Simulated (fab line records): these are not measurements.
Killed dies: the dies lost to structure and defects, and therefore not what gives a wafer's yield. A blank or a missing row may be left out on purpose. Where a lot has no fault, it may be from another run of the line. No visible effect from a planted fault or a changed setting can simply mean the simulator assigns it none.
fab line records ; flow nand-harc
record lots=15; wafers=45; last-day=33
route steps=1302 shown A_STAIRCASE@789
lots with no fault: from the same line, run without faults
start-h: the number of hours between the record's first day and the start of the first shown wafer of the lot ; wait-h: time in hours since the lot's previous step ; " same as the row above ; L1.1+2: several wafers, shown together as one row ; - value missing, or start not given ; * or withheld: withheld ; < > ~ a bound
route shown NAME@n: names a module that has steps shown in the file, with the first one's number in the route ; usual: mean/standard deviation of fault-free wafers ; same: alike in all rows ; chamber/n: place in a boat ; sites: each site's reading ; _std_site: standard deviation across them ; _edge_site: the outer-site mean with the inner-site mean subtracted ; radius-mm: how far each site lies from the wafer's centre ; mask NAME#n: copy n ; behind: the last tool/chamber to shape the wafer ; hold: what put the lot on hold/how long, in hours/how the hold closed ; device: transistor that didn't switch, given as n, p or np ; end of line: the tests these same wafers got at the end of their route ; a step given without rows: its recipe and nothing more ; killed: the dies lost at the first sort to structure and to defects; this is not the yield of the wafer ; map: the dies of a wafer, with x for killed, . for not killed, _ for no die there
set.NAME: the setting the step ran with; set.NAME@STEP: the setting that earlier step ran with ; model.NAME: the simulator's own value behind a step, which no gauge read
a sample of lots followed through the steps of the route, with each step as a table and each wafer as a row
services: the hour from which a tool's chamber was out of use, counted from the record's first day as start-h (under 0 if before that day), plus the number of hours and why
## steps
# step NHARC_A_STAIRCASE_ETCH_273
# recipe target-depth-a=1.02e+05; time-s=2468.6; ion-energy-ev=800; c4f8-flow-sccm=80; o2-flow-sccm=60; ar-flow-sccm=withheld; rf-w=600; bias-w=3000; chemistry=C4F8/O2/Ar
# usual chamber-pressure-mTorr=25.000/0.022; oes-product-au=0.938/0.015; rf-vpp-V=1829/12
lot.wafer;tool;chamber;start-h;wait-h;chamber-pressure-mTorr;oes-product-au;rf-hours-counter-h;rf-vpp-V
L530.2;rie-diel-06;1;-;-;25.003;0.937;20;1845
L530.1;rie-diel-06;0;-;-;24.969;0.921;16;1819
L530.5;rie-diel-06;1;-;-;24.978;0.956;-;1846
L529.1;rie-diel-09;0;-;-;24.992;0.918;17;1844
L529.4;rie-diel-09;3;-;-;24.970;0.919;18;1823
L529.6;rie-diel-09;1;-;-;25.014;0.914;-;1826
L532.2;rie-diel-13;2;-;-;24.978;0.934;14;1836
L532.3;rie-diel-13;0;-;-;24.983;0.944;19;1837
L532.6;rie-diel-13;3;-;-;24.986;0.934;-;1848
L534.2;rie-diel-06;2;-;-;25.007;0.940;31;1820
L534.1;rie-diel-06;0;-;-;24.993;0.937;29;1819
L534.6;rie-diel-06;0;-;-;25.023;0.936;-;1819
L533.1;rie-diel-06;3;-;-;25.007;0.889;28;1813
L533.3;rie-diel-06;2;-;-;25.007;0.937;33;1819
L533.6;rie-diel-06;2;-;-;25.029;0.934;-;1819
L538.2;rie-diel-09;1;-;-;25.020;0.948;40;1824
L538.4;rie-diel-09;2;-;-;25.030;0.957;41;1807
L538.1;rie-diel-09;3;-;-;24.988;0.931;40;1822
L540.2;rie-diel-06;2;-;-;25.030;0.933;56;1819
L540.1;rie-diel-06;0;-;-;24.973;0.939;51;1817
L540.3;rie-diel-06;1;-;-;24.991;0.946;52;1844
L541.2;rie-diel-13;1;-;-;24.993;0.935;39;1833
L541.1;rie-diel-13;2;-;-;24.998;0.937;43;1836
L541.6;rie-diel-13;0;-;-;25.001;0.946;-;1835
L544.2;rie-diel-06;1;-;-;24.979;0.971;8;1845
L544.3;rie-diel-06;2;-;-;24.978;0.941;5;1819
L544.4;rie-diel-06;3;-;-;24.986;0.932;6;1809
L546.4;rie-diel-13;1;-;-;24.976;0.951;4;1832
L546.2;rie-diel-13;2;-;-;25.009;0.948;5;1834
L546.5;rie-diel-13;1;-;-;25.017;0.947;-;1835
L547.6;rie-diel-06;2;-;-;24.993;0.943;-;1819
L547.5;rie-diel-06;0;-;-;24.996;0.946;-;1817
L547.4;rie-diel-06;1;-;-;25.034;0.958;-;1845
L549.4;rie-diel-13;2;-;-;25.052;0.921;15;1834
L549.2;rie-diel-13;3;-;-;24.995;0.944;15;1844
L549.5;rie-diel-13;1;-;-;24.998;0.941;-;1834
L550.2;rie-diel-09;1;-;-;25.031;0.953;26;1821
L550.1;rie-diel-09;2;-;-;24.972;0.937;23;1846
L550.5;rie-diel-09;1;-;-;25.018;0.941;-;1822
L552.3;rie-diel-13;1;-;-;24.976;0.935;24;1831
L552.1;rie-diel-13;2;-;-;24.980;0.927;21;1834
L552.2;rie-diel-13;0;-;-;24.992;0.963;16;1834
L551.3;rie-diel-09;1;-;-;25.028;0.950;32;1822
L551.5;rie-diel-09;0;-;-;24.991;0.921;-;1841
L551.6;rie-diel-09;1;-;-;24.981;0.959;-;1821
# step NHARC_A_STAIRCASE_HM_DEP_459
# recipe target-thk-a=15000; temp-c=400; material=aC
# usual throttle-valve-pct=35.000/0.0091
lot.wafer;tool;chamber;start-h;wait-h;throttle-valve-pct
L530.1;acl-dep-02;0;375.42;0.1;34.993
L530.2;acl-dep-02;0;375.42;0.1;34.994
L530.5;acl-dep-02;0;375.42;0.1;34.995
L529.1;acl-dep-02;0;387.24;4.0;34.992
L529.4;acl-dep-02;0;387.24;4.0;34.992
L529.6;acl-dep-02;0;387.24;4.0;35.002
L532.2;acl-dep-03;0;402.87;0.4;34.986
L532.3;acl-dep-03;0;402.87;0.4;34.983
L532.6;acl-dep-03;0;402.87;0.4;35.008
L534.1;acl-dep-01;0;416.71;0.7;35.003
L534.2;acl-dep-01;0;416.71;0.7;34.990
L534.6;acl-dep-01;0;418.25;2.3;35.002
L533.1;acl-dep-03;0;422.64;1.5;35.007
L533.3;acl-dep-03;0;422.64;1.5;35.007
L533.6;acl-dep-03;0;422.64;1.5;34.999
L538.1;acl-dep-01;0;471.52;2.3;34.998
L538.2;acl-dep-01;0;471.52;2.3;34.994
L538.4;acl-dep-01;0;471.52;2.3;34.984
L540.1;acl-dep-02;0;485.48;1.2;34.990
L540.2;acl-dep-02;0;485.48;1.2;35.006
L540.3;acl-dep-02;0;485.48;1.2;35.012
L541.1;acl-dep-02;0;489.74;0.8;35.012
L541.2;acl-dep-02;0;489.74;0.8;35.010
L541.6;acl-dep-02;0;491.27;2.3;34.997
L544.2;acl-dep-01;0;514.76;1.0;35.005
L544.3;acl-dep-01;0;514.76;1.0;34.990
L544.4;acl-dep-01;0;514.76;1.0;34.990
L546.2;acl-dep-01;0;548.64;0.4;34.984
L546.4;acl-dep-01;0;548.64;0.4;35.005
L546.5;acl-dep-01;0;548.64;0.4;35.015
L547.4;acl-dep-03;0;563.60;1.0;35.007
L547.5;acl-dep-03;0;563.60;1.0;35.008
L547.6;acl-dep-03;0;563.60;1.0;34.995
L549.2;acl-dep-01;0;576.92;0.6;35.002
L549.4;acl-dep-01;0;576.92;0.6;35.006
L549.5;acl-dep-01;0;576.92;0.6;34.994
L550.1;acl-dep-01;0;583.65;1.9;35.022
L550.2;acl-dep-01;0;583.65;1.9;34.996
L550.5;acl-dep-01;0;583.65;1.9;35.003
L552.1;acl-dep-03;0;597.26;0.1;35.018
L552.2;acl-dep-03;0;597.26;0.1;35.005
L552.3;acl-dep-03;0;597.26;0.1;35.000
L551.3;acl-dep-03;0;599.71;1.1;34.998
L551.5;acl-dep-03;0;599.71;1.1;35.006
L551.6;acl-dep-03;0;599.71;1.1;34.985
# step NHARC_A_STAIRCASE_DEP_301
# recipe target-thk-a=300; target-thk-nm=30; temp-c=400; pressure-torr=3.5; flow-sccm=200; rf-w=350; material=SiON
# usual heater-power-w=742/75
lot.wafer;tool;chamber;start-h;wait-h;heater-power-w
L530.2;pecvd-02;0;387.26;1.2;763
L530.1;pecvd-02;1;387.26;1.2;774
L530.5;pecvd-02;2;387.26;1.2;553
L529.1;pecvd-01;1;394.22;1.6;778
L529.6;pecvd-01;0;394.22;1.6;795
L529.4;pecvd-01;1;394.22;1.6;790
L532.2;pecvd-01;2;409.68;1.2;766
L532.3;pecvd-01;1;409.68;1.2;737
L532.6;pecvd-01;0;409.68;1.2;824
L534.1;pecvd-02;1;424.80;1.6;787
L534.2;pecvd-02;2;424.80;1.6;601
L534.6;pecvd-02;2;424.80;1.6;617
L533.3;pecvd-01;1;429.88;1.0;716
L533.1;pecvd-01;2;429.88;1.0;741
L533.6;pecvd-01;2;429.88;1.0;762
L538.2;pecvd-02;0;478.69;1.2;821
L538.1;pecvd-02;1;478.69;1.2;756
L538.4;pecvd-02;0;478.69;1.2;784
L540.3;pecvd-01;0;493.44;0.9;692
L540.2;pecvd-01;1;493.44;0.9;728
L540.1;pecvd-01;2;493.44;0.9;784
L541.1;pecvd-03;1;497.58;1.6;772
L541.2;pecvd-03;2;497.58;1.6;823
L541.6;pecvd-03;0;497.58;1.6;744
L544.3;pecvd-01;2;523.04;0.9;723
L544.2;pecvd-01;1;523.04;0.9;690
L544.4;pecvd-01;0;523.04;0.9;727
L546.2;pecvd-02;2;558.96;1.3;600
L546.4;pecvd-02;0;558.96;1.3;729
L546.5;pecvd-02;1;558.96;1.3;752
L547.4;pecvd-03;1;571.29;0.7;826
L547.6;pecvd-03;2;571.29;0.7;805
L547.5;pecvd-03;0;571.29;0.7;719
L549.2;pecvd-01;2;583.67;1.3;731
L549.5;pecvd-01;2;583.67;1.3;758
L549.4;pecvd-01;1;583.67;1.3;822
L550.2;pecvd-03;1;592.25;1.3;778
L550.1;pecvd-03;0;592.25;1.3;688
L550.5;pecvd-03;2;592.25;1.3;841
L552.2;pecvd-02;1;604.21;1.2;700
L552.3;pecvd-02;2;604.21;1.2;639
L552.1;pecvd-02;0;604.21;1.2;763
L551.3;pecvd-02;1;606.01;0.9;708
L551.6;pecvd-02;2;606.01;0.9;578
L551.5;pecvd-02;0;606.01;0.9;671
# step NHARC_A_STAIRCASE_PEB_308
# recipe peb-temp-c=115; peb-time-s=130
# usual chill-plate-temp-C=23.01/0.11; exhaust-pa=44.8/0.89
lot.wafer;tool;chamber;start-h;wait-h;chill-plate-temp-C;exhaust-pa
L530.1;litho-track-05;0;387.80;0.1;22.90;44.3
L530.2;litho-track-05;0;387.80;0.1;22.98;45.3
L530.5;litho-track-05;0;387.80;0.1;23.03;45.2
L529.1;litho-track-05;0;394.84;0.1;22.95;45.6
L529.4;litho-track-05;0;394.84;0.1;22.85;43.8
L529.6;litho-track-05;0;394.84;0.1;22.91;44.9
L532.2;litho-track-03;0;410.35;0.1;22.97;42.8
L532.3;litho-track-03;0;410.35;0.1;23.02;45.0
L532.6;litho-track-03;0;410.35;0.1;22.96;43.1
L534.1;litho-track-07;0;425.47;0.1;23.24;45.8
L534.2;litho-track-07;0;425.47;0.1;23.09;44.3
L534.6;litho-track-07;0;425.47;0.1;22.88;46.2
L533.1;litho-track-05;0;430.52;0.1;22.98;44.4
L533.3;litho-track-05;0;430.52;0.1;23.10;44.6
L533.6;litho-track-05;0;430.52;0.1;23.19;46.9
L538.1;litho-track-03;0;479.38;0.1;23.05;45.2
L538.2;litho-track-03;0;479.38;0.1;23.16;44.1
L538.4;litho-track-03;0;479.38;0.1;23.06;45.0
L540.1;litho-track-07;-;493.98;0.1;-;-
L540.2;litho-track-07;-;493.98;0.1;-;-
L540.3;litho-track-07;-;493.98;0.1;-;-
L541.1;litho-track-03;-;498.23;0.1;-;-
L541.2;litho-track-03;-;498.23;0.1;-;-
L541.6;litho-track-03;-;498.23;0.1;-;-
L544.2;litho-track-07;-;523.59;0.1;-;-
L544.3;litho-track-07;-;523.59;0.1;-;-
L544.4;litho-track-07;-;523.59;0.1;-;-
L546.2;litho-track-07;0;559.57;0.1;22.96;45.0
L546.4;litho-track-07;0;559.57;0.1;22.99;45.9
L546.5;litho-track-07;0;559.57;0.1;22.97;45.9
L547.4;litho-track-07;0;571.88;0.0;22.89;44.7
L547.5;litho-track-07;0;571.88;0.0;22.92;44.4
L547.6;litho-track-07;0;571.88;0.0;23.00;43.8
L549.2;litho-track-07;0;584.22;0.1;23.05;45.0
L549.4;litho-track-07;0;584.22;0.1;23.07;44.6
L549.5;litho-track-07;0;584.22;0.1;23.20;44.8
L550.1;litho-track-03;0;592.91;0.1;23.15;45.0
L550.2;litho-track-03;0;592.91;0.1;22.87;45.7
L550.5;litho-track-03;0;592.91;0.1;22.97;46.3
L552.1;litho-track-05;0;604.87;0.1;23.00;45.4
L552.2;litho-track-05;0;604.87;0.1;23.12;45.4
L552.3;litho-track-05;0;604.87;0.1;22.98;47.0
L551.3;litho-track-03;0;606.69;0.1;23.08;43.5
L551.5;litho-track-03;0;606.69;0.1;23.01;43.4
L551.6;litho-track-03;0;606.69;0.1;22.94;44.7
## services
tool;chamber;start-h;hours;kind
pecvd-01;-;370.67;13.0;pm
acl-dep-01;-;374.35;13.0;pm
pecvd-02;-;377.74;1.3;repair
rie-diel-13;1;398.19;8.2;repair
rie-diel-09;-;404.02;6.5;repair
pecvd-02;-;408.13;13.0;pm
acl-dep-02;-;423.64;13.0;pm
litho-track-07;-;426.00;7.0;pm
rie-diel-09;-;428.20;1.1;repair
litho-track-03;-;450.00;7.0;pm
rie-diel-06;2;455.09;1.5;repair
litho-track-05;-;474.00;7.0;pm
rie-diel-06;-;484.20;9.0;pm
acl-dep-03;-;484.45;13.0;pm
rie-diel-09;-;497.48;9.0;pm
rie-diel-06;2;504.75;2.4;repair
rie-diel-09;-;507.54;1.2;repair
rie-diel-09;1;514.45;2.4;repair
rie-diel-13;-;520.67;9.0;pm
pecvd-01;-;551.67;13.0;pm
acl-dep-01;-;556.34;13.0;pm
pecvd-02;-;589.13;13.0;pm
pecvd-01;2;591.15;2.3;repair
litho-track-07;-;601.00;7.0;pm
## key
first-sign step=NHARC_A_STAIRCASE_PEB_308; reading=tool-record; direction=missing
effect none on later readings
met-at NHARC_A_STAIRCASE_PEB_308
struck-lots L540,L541,L544
later-rows-left-out L540.1,L540.2,L540.3,L541.1,L541.2,L541.6,L544.2,L544.3,L544.4
sort-left-out L540.1,L540.2,L540.3,L541.1,L541.2,L541.6,L544.2,L544.3,L544.4
tester-left-out L540,L541,L544
not-acting-at NHARC_A_STAIRCASE_ETCH_273,NHARC_A_STAIRCASE_HM_DEP_459,NHARC_A_STAIRCASE_DEP_301
onset-between 479.38 493.98
fault kind=skipped-step-whole; tool=litho-track-03,litho-track-07; chamber=-; onset-h=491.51; steps=NHARC_A_STAIRCASE_PEB_308; scope=struck-lots-only
# tester-left-out: of these lots the tester's yield and bins aren't shown, on N5 and GAA mostly nor the transistor test; their killed dies are dies lost to structure and defects alone, not to doping, threshold or leakage, so they don't give the yield
# sort-left-out: the simulated sort isn't trusted on such a fault, so these wafers' sort isn't shown, and their yield isn't known
# later-rows-left-out: the simulator's readings of these wafers behind a module that went badly wrong aren't trusted and aren't shown, but for the sort
